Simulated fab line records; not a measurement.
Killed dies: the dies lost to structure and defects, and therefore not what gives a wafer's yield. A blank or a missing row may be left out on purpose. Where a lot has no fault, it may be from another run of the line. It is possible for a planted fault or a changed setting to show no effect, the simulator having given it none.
Chamber matching -- flow n5-finfet -- rie-diel-02 running N5_BEOL_M1_ETCH_77: 4 sister chambers
The step etches underlayer in N2/H2, target depth 6.5 nm, time 5.2 s. 14 wafers are shown with their chamber, then 7 later ones without.

== WAFERS WITH THEIR CHAMBER ==
wafer,chamber,showerhead-plenum-p-Torr (Torr),drypump-motor-current-A (A),rf-vpp-V (V)
L329.1,0,2.43,6.1,522
L329.4,3,2.39,6.3,518
L329.5,1,2.64,5.5,526
L330.1,3,2.39,6.2,520
L330.4,1,2.64,5.5,526
L330.6,0,2.43,6.2,521
L333.1,3,2.39,6.2,517
L333.3,1,2.64,5.5,526
L333.6,0,2.43,6.2,521
L336.2,0,2.42,6.2,521
L336.5,1,2.64,5.5,525
L336.6,0,2.43,6.2,521
L339.1,0,2.42,6.2,519
L339.5,2,2.65,5.3,529

SIGNATURES, as means of the wafers listed above
reading,chamber 0,chamber 1,chamber 2,chamber 3,scatter within a chamber
showerhead-plenum-p-Torr,2.4267,2.6400,2.6500,2.3900,0.00365
drypump-motor-current-A,6.183,5.500,5.300,6.233,0.0387
rf-vpp-V,520.83,525.75,529.00,518.33,1.01
Rule: a wafer lies at a distance from a chamber equal to the root of the sum of squares, over the readings, of (its reading less the chamber's mean, divided by the reading's scatter). If the next closest chamber is less than 2 further off than the closest, the wafer can't be placed; otherwise it belongs to the closest. The scatter is the square root of a quotient: the sum, over the shown wafers, of each reading's squared deviation from its chamber's mean, divided by wafers minus chambers.

== WAFERS WITHOUT THEIR CHAMBER ==
wafer,showerhead-plenum-p-Torr (Torr),drypump-motor-current-A (A),rf-vpp-V (V)
L339.6,2.63,5.5,526
L340.3,2.65,5.3,527
L340.5,2.63,5.5,528
L340.6,2.65,5.3,526
L346.2,2.64,5.3,525
L346.4,2.42,6.1,520
L346.6,2.64,5.3,525

== WHICH CHAMBER EACH WENT THROUGH ==
wafer,from the rows above,in truth
L339.6,1,1
L340.3,2,2
L340.5,1,1
L340.6,2,2
L346.2,can't be placed: 2 or 1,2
L346.4,0,0
L346.6,can't be placed: 2 or 1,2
5 of 7 placed correctly. Unplaceable from these rows: 2, with the true chamber sitting among the candidates in 2. Placed wrongly: 0.
